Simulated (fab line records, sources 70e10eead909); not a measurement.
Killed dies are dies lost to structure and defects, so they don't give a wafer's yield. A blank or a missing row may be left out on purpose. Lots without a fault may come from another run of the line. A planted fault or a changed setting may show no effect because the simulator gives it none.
fab line records | flow nand_harc | part 1 of 2: steps 1 to 4 of 6
record lots=23 wafers=69 last_day=25
route steps=1159 shown A_SLIT@779 A_WL_FILL@834 A_CONTACT@865
lots that met no fault: from a run of the same line without faults
start_h: hours from the record's first day to the start of the lot's first wafer shown | wait_h: hours since the lot's step before | " the same as in the row above | L1.1+2: a row that stands for several wafers | - no value, or no start given | * or withheld: withheld | < > ~ a bound
route shown NAME@n: a module of which the file shows steps, and the number in the route of the first | usual: mean/standard deviation of fault-free wafers | same: alike in all rows | chamber/n: place in a boat | sites: the reading at each site | _std_site: their standard deviation | _edge_site: outer sites' mean less inner sites' | radius_mm: how far each site lies from the wafer's centre | mask NAME#n: copy n | behind: the tool/chamber that last shaped the wafer | hold: why the lot was held/for how many hours/how that ended | device: the transistor (n, p or np) that didn't switch | end of line: the same wafers' tests at the end of the route | a step without rows: its recipe alone | killed: dies lost to structure and defects at the first sort, not the wafer's yield | map: a wafer's dies, x killed, . not, _ none there
set.NAME: the setting as run; set.NAME@STEP: as run at that earlier step | model.NAME: the simulator's own value behind a step, which no gauge read
steps of the route over a sample of lots; a table a step, a row a wafer
services: from which hour (start_h, from the record's first day; less than 0 if before it) a tool's chamber was out of use, for how many hours, and why
## steps
# step NHARC_A_SLIT_DEP_25
# recipe target_thk_a=2000 temp_c=400 pressure_torr=6.5 rf_w=900 teos_flow_sccm=161.4 flow_sccm=2650 target_thk_nm=200 gas=O2 material=SiO2
# usual heater_power_w=541/130 throttle_valve_pct=16.1/0.43
# columns lot.wafer tool chamber start_h wait_h heater_power_w since_wet_clean_h throttle_valve_pct
L074.1 pecvd-03 1 311.38 0.1 423 6 16.5
L074.3 " 2 " " 431 6 15.6
L074.6 " 2 " " 439 - 15.6
L075.2 pecvd-01 2 311.39 0.1 709 61 16.1
L075.3 " 0 " " 575 61 15.6
L075.6 " 1 " " 381 - 15.8
L077.1 pecvd-03 2 324.06 0.1 438 19 15.7
L077.6 " 0 " " 654 - 16.6
L077.5 " 2 " " 452 - 15.7
L076.1 pecvd-01 0 324.09 0.1 504 74 15.5
L076.4 " 1 " " 424 - 15.6
L076.5 " 2 " " 623 - 15.7
L079.1 pecvd-01 0 340.08 0.1 577 90 15.8
L079.6 " 1 " " 372 - 15.8
L079.4 " 2 " " 709 - 16.1
L078.1 pecvd-03 2 340.19 0.1 465 35 15.7
L078.4 " 2 " " 471 - 15.5
L078.6 " 0 " " 701 - 16.7
L081.3 pecvd-03 0 362.86 0.1 768 58 16.4
L081.1 " 1 " " 375 58 16.4
L081.4 " 2 " " 428 - 15.7
L080.2 pecvd-01 0 362.90 0.1 585 113 15.5
L080.6 " 2 " " 697 - 16.0
L080.4 " 0 " " 595 - 15.7
L082.1 pecvd-01 0 378.93 0.4 605 129 15.7
L082.2 " 1 " " 408 129 15.5
L082.4 " 2 " " 558 - 16.0
L084.3 pecvd-02 2 378.96 0.4 411 32 15.8
L084.5 " 2 " " 411 - 15.8
L084.6 " 0 " " 587 - 16.0
L085.3 pecvd-03 0 379.24 0.6 775 74 16.8
L085.4 " 1 " " 470 - 16.7
L085.5 " 2 " " 471 - 15.8
L083.3 pecvd-03 1 379.46 0.8 457 74 16.5
L083.1 " 2 " " 382 74 15.7
L083.6 " 2 " " 399 - 15.8
L087.1 pecvd-03 0 392.84 0.1 778 88 16.6
L087.2 " 2 " " 379 88 15.9
L087.6 " 1 " " 455 - 16.5
L086.1 pecvd-02 1 403.46 0.1 542 56 16.2
L086.6 " 1 " " 547 - 16.7
L086.4 " 0 " " 634 - 16.5
L088.1 pecvd-03 2 403.66 0.2 507 99 16.0
L088.3 " 0 " " 771 99 16.6
L088.5 " 1 " " 492 - 16.9
L091.1 pecvd-01 0 413.80 0.1 619 163 15.8
L091.3 " 1 " " 328 164 15.8
L091.4 " 0 " " 617 - 15.9
L092.1 pecvd-03 2 413.85 0.1 434 109 16.1
L092.6 " 0 " " 810 - 16.6
L092.5 " 1 " " 403 - 16.5
L090.2 pecvd-02 0 413.96 0.2 617 67 16.2
L090.1 " 1 " " 604 67 16.9
L090.4 " 2 " " 440 - 15.7
L093.3 pecvd-02 1 431.29 0.1 578 84 16.9
L093.2 " 2 " " 385 84 16.0
L093.1 " 0 " " 610 84 16.2
L094.3 pecvd-03 0 431.29 0.1 822 126 16.7
L094.4 " 1 " " 460 - 16.6
L094.6 " 2 " " 503 - 15.9
L096.2 pecvd-01 2 441.51 0.1 694 10 16.5
L096.4 " 0 " " 542 - 15.9
L096.5 " 1 " " 424 - 15.0
L095.2 pecvd-02 2 441.60 0.1 427 94 15.8
L095.1 " 0 " " 648 94 16.4
L095.6 " 0 " " 647 - 16.2
L097.3 pecvd-01 2 463.32 0.1 644 32 16.1
L097.1 " 1 " " 354 32 15.1
L097.6 " 2 " " 638 - 16.5
# step NHARC_A_SLIT_DESCUM_14
# recipe time_s=3 o2_flow_sccm=200 ar_flow_sccm=0 bias_power_w=0 chemistry=O2
# usual chamber_pressure_mTorr=60.00/0.057 drypump_motor_current_A=5.7/0.33 mfc_ar_sccm=0.005/0.007 o2_flow_sccm=199.9/0.63 oes_product_au=1.000/0.011 rf_vpp_V=57.9/0.8 showerhead_plenum_p_Torr=1.93/0.089 throttle_valve_pct=11.310/0.0084
# columns lot.wafer tool chamber start_h wait_h chamber_pressure_mTorr drypump_motor_current_A mfc_ar_sccm o2_flow_sccm oes_product_au rf_hours_counter_h rf_vpp_V showerhead_plenum_p_Torr throttle_valve_pct
L074.1 rie_diel-09 0 315.93 0.1 60.01 6.2 0 200.3 0.998 1 58.2 2.02 11.313
L074.3 " 2 " " 60.01 5.3 0 199.1 0.993 2 57.4 1.81 11.319
L074.6 " 1 " " 59.99 6.1 0 199.1 1.010 - 57.7 2.04 11.312
L075.3 rie_diel-02 2 315.96 0.1 59.97 5.5 0.005 199.6 0.994 12 58.1 2.03 11.324
L075.2 " 0 " " 60.05 5.7 0.019 199.9 1.008 11 58.7 2.00 11.311
L075.6 " 2 " " 60.01 5.5 0.005 200.3 0.997 - 58.1 2.03 11.308
L077.1 rie_diel-02 0 327.06 0.1 59.97 5.6 0.019 200.7 1.009 13 58.7 2.00 11.312
L077.6 " 2 " " 59.93 5.5 0.005 199.9 1.000 - 58.5 2.03 11.307
L077.5 " 3 " " 60.04 5.6 0 200.3 0.983 - 55.4 1.87 11.318
L076.1 rie_diel-09 0 327.75 0.1 59.96 6.2 0 200.0 1.003 2 58.6 2.02 11.313
L076.4 " 1 " " 59.97 6.1 0 200.1 1.008 2 59.1 2.04 11.310
L076.5 " 3 " " 59.94 6.0 0 200.3 1.014 - 56.4 1.95 11.304
L079.4 rie_diel-07 2 343.14 0.1 60.03 6.4 0 199.4 0.985 7 57.2 1.96 11.304
L079.1 " 1 " " 59.98 5.5 0.012 198.9 1.005 8 56.4 1.90 11.309
L079.6 " 2 " " 60.04 6.4 0 199.2 0.984 - 57.7 1.96 11.311
L078.1 rie_diel-09 2 343.56 0.1 59.98 5.2 0 199.6 0.986 4 57.6 1.81 11.300
L078.4 " 3 " " 60.01 6.0 0 199.9 1.013 5 58.3 1.95 11.293
L078.6 " 2 " " 60.01 5.2 0 200.6 0.991 - 56.4 1.81 11.303
L081.1 rie_diel-02 3 367.56 0.1 60.10 5.6 0 199.9 0.998 1 58.4 1.87 11.308
L081.4 " 0 " " 59.99 5.7 0.019 199.2 1.011 1 58.7 2.00 11.312
L081.3 " 2 " " 60.04 5.5 0.005 198.7 0.990 1 57.2 2.03 11.309
L080.2 rie_diel-07 1 368.53 0.1 60.09 5.5 0.012 200.2 1.005 10 57.4 1.90 11.310
L080.4 " 3 " " 59.96 6.1 0.015 200.1 0.995 8 57.6 1.83 11.317
L080.6 " 1 " " 59.99 5.5 0.012 199.6 1.002 - 58.6 1.90 11.306
L082.2 rie_diel-07 0 382.04 0.1 60.02 5.2 0.005 199.0 0.992 11 58.3 1.91 11.307
L082.1 " 3 " " 60.03 6.1 0.015 200.3 0.996 9 57.2 1.83 11.307
L082.4 " 1 " " 59.92 5.6 0.012 200.2 1.002 - 56.7 1.90 11.304
L084.3 rie_diel-09 1 382.17 0.1 59.96 6.1 0 200.5 1.006 6 58.2 2.04 11.299
L084.6 " 1 " " 59.95 6.1 0 199.3 0.991 - 58.4 2.04 11.293
L084.5 " 2 " " 60.08 5.3 0 201.1 0.988 - 57.3 1.81 11.301
L085.4 rie_diel-02 2 382.42 0.1 59.90 5.4 0.005 198.7 0.980 4 58.5 2.03 11.307
L085.3 " 0 " " 59.94 5.7 0.019 199.2 1.003 2 57.7 2.00 11.321
L085.5 " 3 " " 59.97 5.6 0 200.8 0.982 - 56.9 1.87 11.329
L083.1 rie_diel-02 1 384.10 0.1 60.07 5.9 0 198.9 1.004 4 56.0 1.78 11.319
L083.3 " 2 " " 59.97 5.5 0.005 199.2 1.003 4 59.1 2.03 11.313
L083.6 " 1 " " 59.91 5.9 0 200.0 1.008 - 56.8 1.78 11.312
L087.1 rie_diel-02 1 396.09 0.1 59.98 5.9 0 199.8 0.989 4 57.2 1.78 11.302
L087.2 " 2 " " 59.99 5.4 0.005 200.6 1.006 4 59.3 2.03 11.302
L087.6 " 0 " " 60.02 5.7 0.019 200.1 1.013 - 56.7 2.00 11.323
L086.4 rie_diel-02 1 406.72 0.1 60.05 5.8 0 199.2 1.010 5 57.3 1.78 11.310
L086.1 " 3 " " 60.00 5.6 0 200.9 0.990 5 56.9 1.87 11.303
L086.6 " 2 " " 59.92 5.5 0.005 200.0 0.994 - 57.9 2.03 11.318
L088.3 rie_diel-09 3 407.30 0.1 60.02 6.0 0 200.4 1.015 9 58.4 1.94 11.316
L088.1 " 0 " " 59.95 6.2 0 200.4 0.982 8 57.7 2.02 11.304
L088.5 " 3 " " 59.97 6.0 0 200.3 1.011 - 58.0 1.94 11.308
L091.4 rie_diel-07 0 416.93 0.1 59.99 5.2 0.005 198.9 0.987 0 57.6 1.91 11.318
L091.3 " 1 " " 60.01 5.5 0.012 200.7 0.977 0 57.3 1.90 11.306
L091.1 " 2 " " 59.96 6.4 0 200.5 0.977 1 59.3 1.96 11.316
L092.1 rie_diel-09 0 418.17 0.1 59.91 6.2 0 199.6 1.007 9 59.2 2.02 11.296
L092.5 " 0 " " 60.02 6.2 0 200.0 1.010 - 57.9 2.02 11.312
L092.6 " 1 " " 59.99 6.1 0 200.1 1.001 - 59.3 2.04 11.310
L090.1 rie_diel-02 0 418.79 0.1 59.95 5.7 0.019 200.6 1.016 5 56.8 2.00 11.299
L090.2 " 1 " " 59.94 5.9 0 199.5 1.004 6 57.7 1.78 11.305
L090.4 " 3 " " 59.87 5.5 0 200.0 0.988 - 57.1 1.87 11.318
L093.3 rie_diel-02 0 435.53 0.1 60.01 5.7 0.019 200.7 1.016 7 57.7 2.00 11.310
L093.1 " 1 " " 60.08 5.9 0 199.9 1.010 7 56.8 1.78 11.312
L093.2 " 3 " " 60.15 5.6 0 199.9 0.992 8 57.8 1.87 11.297
L094.4 rie_diel-02 1 436.15 0.1 59.91 5.9 0 200.5 1.020 8 57.0 1.77 11.321
L094.3 " 2 " " 60.02 5.4 0.005 199.6 1.003 8 57.8 2.03 11.311
L094.6 " 1 " " 60.16 5.9 0 199.7 1.014 - 57.3 1.78 11.309
L096.2 rie_diel-02 2 444.61 0.1 60.08 5.4 0.005 200.8 1.004 8 57.3 2.03 11.316
L096.5 " 0 " " 59.88 5.7 0.019 199.7 1.017 - 58.7 2.00 11.327
L096.4 " 3 " " 60.01 5.5 0 198.8 1.001 - 57.0 1.87 11.309
L095.1 rie_diel-02 0 445.53 0.1 59.92 5.6 0.019 199.5 1.002 8 58.0 2.00 11.306
L095.2 " 2 " " 60.02 5.5 0.005 200.4 0.994 9 58.0 2.03 11.326
L095.6 " 0 " " 60.08 5.6 0.019 199.9 1.008 - 57.6 2.00 11.315
L097.1 rie_diel-07 3 467.19 0.1 59.95 6.1 0.015 199.1 0.993 4 57.8 1.82 11.312
L097.3 " 0 " " 59.99 5.2 0.005 199.2 0.996 3 58.2 1.90 11.328
L097.6 " 3 " " 60.02 6.1 0.015 199.5 0.995 - 56.7 1.83 11.320
# step NHARC_A_WL_FILL_CMP_12
# recipe t_overpolish_s=30 target_thk_nm=75
# usual motor_current_A=12.3/1.4 overpolish_run_s=29.999/0.0093 time_to_endpoint_s=14.7/2.5
# columns lot.wafer tool chamber start_h wait_h motor_current_A overpolish_run_s time_to_endpoint_s
L075.3 cmp-01 1 359.59 2.9 11.9 29.983 14.5
L075.2 " 0 " " 9.6 29.974 11.1
L075.6 " 2 " " 13.9 30.009 14.3
L074.3 cmp-02 3 359.64 2.9 9.8 29.999 12.5
L074.1 " 0 " " 12.5 29.990 12.6
L074.6 " 3 " " 8.9 29.991 11.3
L077.1 cmp-01 0 367.46 4.3 9.2 29.993 12.7
L077.6 " 3 " " 12.7 30.007 11.9
L077.5 " 0 " " 9.3 30.004 11.9
L076.1 cmp-02 0 367.61 4.4 12.8 29.994 11.1
L076.4 " 2 " " 13.8 30.009 14.0
L076.5 " 1 " " 13.0 29.992 17.4
L079.4 cmp-01 3 384.14 2.9 12.6 30.020 13.6
L079.1 " 0 " " 9.8 29.996 15.5
L079.6 " 1 " " 11.5 29.994 17.5
L078.1 cmp-03 1 384.37 3.7 12.3 29.992 19.5
L078.4 " 3 " " 12.5 29.995 17.7
L078.6 " 0 " " 13.5 29.999 12.2
L081.3 cmp-03 2 408.56 2.2 14.4 30.004 10.9
L081.1 " 3 " " 13.4 30.005 13.2
L081.4 " 0 " " 12.4 30.009 11.0
L080.4 cmp-03 2 408.80 2.2 14.4 30.011 13.7
L080.2 " 3 " " 12.0 30.008 17.5
L080.6 " 2 " " 14.0 29.999 14.0
L085.4 cmp-01 3 422.97 2.2 12.2 30.013 13.6
L085.3 " 1 " " 11.3 29.996 16.4
L085.5 " 0 " " 9.4 30.007 11.7
L084.3 cmp-01 2 429.30 2.9 12.8 29.992 15.7
L084.5 " 1 " " 11.3 29.999 15.1
L084.6 " 2 " " 12.9 29.985 15.4
L082.4 cmp-03 1 430.07 2.2 12.4 30.004 16.3
L082.2 " 2 " " 14.7 29.994 13.2
L082.1 " 3 " " 12.5 30.002 15.9
L083.3 cmp-01 1 434.07 2.2 11.5 30.004 16.2
L083.1 " 3 " " 12.8 29.985 13.9
L083.6 " 1 " " 11.5 30.007 17.7
L087.2 cmp-02 3 441.30 3.6 10.0 29.991 15.4
L087.1 " 0 " " 13.3 30.003 13.4
L087.6 " 3 " " 9.8 30.011 17.0
L086.4 cmp-02 2 446.64 2.2 13.7 29.978 13.4
L086.1 " 3 " " 9.5 29.995 14.7
L086.6 " 3 " " 10.3 30.006 16.5
L088.1 cmp-01 3 450.94 3.6 13.0 29.999 9.1
L088.3 " 2 " " 12.9 29.994 14.2
L088.5 " 0 " " 9.6 29.989 12.2
L090.2 cmp-02 1 457.99 4.4 12.7 30.004 16.1
L090.1 " 3 " " 9.4 29.998 12.4
L090.4 " 0 " " 12.7 29.986 12.2
L092.1 cmp-02 3 460.98 3.7 9.8 30.001 13.3
L092.5 " 1 " " 12.8 30.019 17.6
L092.6 " 2 " " 14.1 30.001 12.9
L091.3 cmp-01 1 462.32 2.2 11.2 29.990 12.9
L091.4 " 3 " " 12.7 30.000 11.7
L091.1 " 0 " " 10.1 30.000 10.8
L094.4 cmp-01 2 473.26 2.2 12.4 30.000 15.6
L094.3 " 3 " " 12.0 30.002 13.0
L094.6 " 2 " " 12.8 30.005 14.4
L093.1 cmp-03 2 477.60 8.0 14.4 29.995 16.2
L093.2 " 3 " " 11.9 29.993 19.4
L093.3 " 0 " " 12.7 29.985 14.3
L096.4 cmp-03 2 492.73 2.9 14.6 29.999 14.2
L096.2 " 1 " " 11.8 30.021 18.3
L096.5 " 2 " " 14.1 29.999 12.8
L095.1 cmp-03 0 494.91 4.3 12.5 30.007 12.7
L095.2 " 2 " " 14.1 29.994 15.9
L095.6 " 0 " " 12.6 29.991 13.2
L097.3 cmp-02 1 505.78 2.9 12.5 29.993 18.6
L097.1 " 2 " " 14.2 29.990 10.8
L097.6 " 0 " " 13.3 29.991 13.2
# step NHARC_A_CONTACT_ETCH_114
# recipe source_w=withheld pressure_mtorr=20 bias_v=3000 time_s=94 target_depth_a=9220 ar_flow_sccm=withheld c4f8_flow_sccm=withheld o2_flow_sccm=withheld chemistry=C4F8/O2/Ar
# usual chamber_pressure_mTorr=19.998/0.018
# columns lot.wafer tool chamber start_h wait_h chamber_pressure_mTorr rf_hours_counter_h
L075.2 har_cap_etch-03 0 367.25 0.1 19.985 87
L075.3 " 1 " " 20.003 -
L075.6 " 0 " " 20.005 -
L074.1 har_cap_etch-02 0 368.36 0.1 20.025 8
L074.3 " 0 " " 19.987 -
L074.6 " 0 " " 19.981 -
L077.1 har_cap_etch-02 1 373.33 0.1 19.990 9
L077.6 " 0 " " 19.991 -
L077.5 " 1 " " 19.971 -
L076.1 har_cap_etch-01 1 373.82 0.1 19.987 47
L076.4 " 0 " " 19.981 -
L076.5 " 0 " " 19.986 -
L079.1 har_cap_etch-01 1 390.07 0.1 20.009 51
L079.4 " 1 " " 19.978 -
L079.6 " 1 " " 19.987 -
L078.1 har_cap_etch-03 0 390.53 0.1 19.982 93
L078.4 " 1 " " 20.008 -
L078.6 " 1 " " 20.003 -
L081.1 har_cap_etch-01 1 414.60 0.1 19.983 54
L081.4 " 0 " " 20.011 -
L081.3 " 1 " " 19.985 -
L080.2 har_cap_etch-03 0 416.05 0.1 19.993 95
L080.4 " 1 " " 20.016 -
L080.6 " 1 " " 20.012 -
L085.3 har_cap_etch-03 1 429.26 0.1 19.998 -
L085.4 " 0 " " 19.989 -
L085.5 " 0 " " 20.024 -
L084.3 har_cap_etch-03 0 435.31 0.1 19.979 -
L084.5 " 0 " " 19.986 -
L084.6 " 1 " " 19.991 -
L082.2 har_cap_etch-02 0 436.05 0.1 20.008 18
L082.1 " 1 " " 19.973 18
L082.4 " 1 " " 19.972 -
L083.1 har_cap_etch-03 1 441.21 0.1 19.998 99
L083.3 " 0 " " 19.978 -
L083.6 " 0 " " 19.999 -
L087.1 har_cap_etch-02 1 448.56 0.1 19.993 21
L087.2 " 0 " " 20.053 21
L087.6 " 0 " " 19.981 -
L086.1 har_cap_etch-02 1 453.90 0.1 20.010 23
L086.4 " 1 " " 20.001 -
L086.6 " 1 " " 20.001 -
L088.1 har_cap_etch-02 0 456.95 0.1 20.029 24
L088.3 " 1 " " 19.992 -
L088.5 " 1 " " 19.984 -
L090.2 har_cap_etch-03 1 464.18 0.1 20.010 104
L090.1 " 0 " " 20.002 104
L090.4 " 1 " " 20.006 -
L092.1 har_cap_etch-02 1 466.94 0.1 19.989 26
L092.5 " 1 " " 19.974 -
L092.6 " 0 " " 19.982 -
L091.1 har_cap_etch-03 1 468.45 0.1 19.975 105
L091.3 " 0 " " 20.008 -
L091.4 " 1 " " 19.997 -
L094.3 har_cap_etch-03 0 479.47 0.1 20.000 -
L094.4 " 1 " " 19.999 -
L094.6 " 0 " " 20.013 -
L093.1 har_cap_etch-03 0 484.85 0.1 20.011 109
L093.2 " 1 " " 19.980 109
L093.3 " 1 " " 19.985 -
L096.2 har_cap_etch-02 1 498.78 0.1 20.026 32
L096.4 " 1 " " 19.999 -
L096.5 " 0 " " 20.038 -
L095.2 har_cap_etch-03 0 500.87 0.1 19.979 111
L095.1 " 1 " " 19.984 111
L095.6 " 1 " " 20.027 -
L097.1 har_cap_etch-01 1 511.56 0.1 19.999 73
L097.3 " 1 " " 19.989 -
L097.6 " 1 " " 19.999 -
